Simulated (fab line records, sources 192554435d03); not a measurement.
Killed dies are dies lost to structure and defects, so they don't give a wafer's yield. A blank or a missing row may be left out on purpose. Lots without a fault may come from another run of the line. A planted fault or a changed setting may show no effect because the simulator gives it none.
Which tool did it? | flow n5_finfet | 11 lots, 33 wafers sampled, at 3 steps of a route of 1938

WHAT THE GAUGES READ, wafer by wafer
N5_MOL_CONTACT_COAG_OVL_MEAS_85. Usual: VG_OVL -0.2 nm, standard deviation 0.84.
lot  | measured     | on         | VG_OVL (nm)    | flag
L357 | day 5 09:08  | overlay-01 | -0.5 0.2 0.1   |
L360 | day 6 08:22  | overlay-01 | -0.1 0.4 0.9   |
L364 | day 6 23:37  | overlay-02 | -0.7 -0.5 -1.1 |
L367 | day 7 22:56  | overlay-02 | -0.7 -0.3 -0.3 |
L370 | day 8 16:17  | overlay-01 | 0.6 1.9 0.6    |
L371 | day 9 01:35  | overlay-02 | 0.4 -0.1 0.4   |
L374 | day 9 13:04  | overlay-02 | -0.2 -0.6 -1.0 |
L375 | day 9 22:37  | overlay-02 | 1.2 0.3 -0.1   |
L376 | day 10 00:27 | overlay-01 | -0.8 0.2 0.1   |
L378 | day 10 14:28 | overlay-02 | -0.7 -1.0 0.1  |
L379 | day 11 02:20 | overlay-02 | 0.1 0.6 0.4    |

WHICH TOOL RAN EACH LOT (tool, then ch and the chambers of the sampled wafers, then the start)
lot  | N5_MOL_CONTACT_COAG_SIL_ANNEAL_21 | N5_MOL_CONTACT_COAG_ALD_27
L357 | rtp_anneal-02 ch 0, day 4 23:49   | ald_sin-02 ch 0,2,3, day 5 05:58
L360 | rtp_anneal-02 ch 0, day 6 01:02   | ald_sin-02 ch 1,2, day 6 05:35
L364 | rtp_anneal-01 ch 0, day 6 16:20   | ald_sin-02 ch 0,2,3, day 6 20:43
L367 | rtp_anneal-02 ch 0, day 7 14:28   | ald_sin-01 ch 1,3, day 7 20:02
L370 | rtp_anneal-01 ch 0, day 8 08:17   | ald_sin-02 ch 0,1,2, day 8 13:31
L371 | rtp_anneal-02 ch 0, day 8 16:11   | ald_sin-03 ch 1,3, day 8 22:49
L374 | rtp_anneal-02 ch 0, day 9 06:24   | ald_sin-01 ch 0,1, day 9 10:16
L375 | rtp_anneal-01 ch 0, day 9 13:53   | ald_sin-01 ch 0,2,3, day 9 19:37
L376 | rtp_anneal-02 ch 0, day 9 17:15   | ald_sin-02 ch 2,3, day 9 21:40
L378 | rtp_anneal-01 ch 0, day 10 06:14  | ald_sin-03 ch 0,2,3, day 10 11:34
L379 | rtp_anneal-02 ch 0, day 10 17:18  | ald_sin-01 ch 0,1,2, day 10 23:25
- N5_MOL_CONTACT_COAG_SIL_ANNEAL_21: time 60 s.
- N5_MOL_CONTACT_COAG_ALD_27: deposits SiOC, target thk 17 nm, pulse time 1.5 s, time 2720 s.

WHAT THE TOOLS THEMSELVES READ (means of the sampled wafers that have a number; where no wafer has one, the mark that the record gives instead)
N5_MOL_CONTACT_COAG_SIL_ANNEAL_21. Usual: lamp_power_pct 5.7 %, standard deviation 0.58; wafer_temp_C_max 552.2, standard deviation 0.7.
lot  | tool          | lamp_power_pct (%) | wafer_temp_C_max | flag
L357 | rtp_anneal-02 | 5.3                | 551.6            |
L360 | rtp_anneal-02 | 5.3                | 551.9            |
L364 | rtp_anneal-01 | 6.5                | 552.6            |
L367 | rtp_anneal-02 | 5.3                | 551.8            |
L370 | rtp_anneal-01 | 6.5                | 552.7            |
L371 | rtp_anneal-02 | 5.3                | 551.7            |
L374 | rtp_anneal-02 | 5.3                | 552.0            |
L375 | rtp_anneal-01 | 6.5                | 553.0            |
L376 | rtp_anneal-02 | 5.3                | 552.1            |
L378 | rtp_anneal-01 | 6.5                | 553.5            |
L379 | rtp_anneal-02 | 5.3                | 551.7            |

N5_MOL_CONTACT_COAG_ALD_27. Usual: heater_power_w 849 W, standard deviation 91; precursor_pulse_height_rel 0.999, standard deviation 0.02.
lot  | tool       | heater_power_w (W) | precursor_pulse_height_rel | flag
L357 | ald_sin-02 | 845                | 0.997                      |
L360 | ald_sin-02 | 788                | 1.001                      |
L364 | ald_sin-02 | 833                | 1.025                      |
L367 | ald_sin-01 | 910                | 0.989                      |
L370 | ald_sin-02 | 798                | 0.997                      |
L371 | ald_sin-03 | 789                | 1.006                      |
L374 | ald_sin-01 | 942                | 0.999                      |
L375 | ald_sin-01 | 854                | 0.999                      |
L376 | ald_sin-02 | 862                | 1.013                      |
L378 | ald_sin-03 | 835                | 0.986                      |
L379 | ald_sin-01 | 980                | 1.009                      |

THE ANSWER, worked out from the rows above alone
Rule: a lot is off if the mean of its wafers that have a number lies more than 3 standard deviations from the usual mean. A lot without any number at a reading at which 4 lots or more have one is off too. The other lots that the step has rows for count as sound. The gauges are gone through in route order, then the tools' own readings, and for those a lot's mean is taken as printed above. The first step at which some lot is off is used, and at that step the reading that is off furthest; a lot without a number counts as furthest.
No lot is off at any reading shown: from this, nothing can be told.

WHAT THE SIMULATOR HAD PUT IN
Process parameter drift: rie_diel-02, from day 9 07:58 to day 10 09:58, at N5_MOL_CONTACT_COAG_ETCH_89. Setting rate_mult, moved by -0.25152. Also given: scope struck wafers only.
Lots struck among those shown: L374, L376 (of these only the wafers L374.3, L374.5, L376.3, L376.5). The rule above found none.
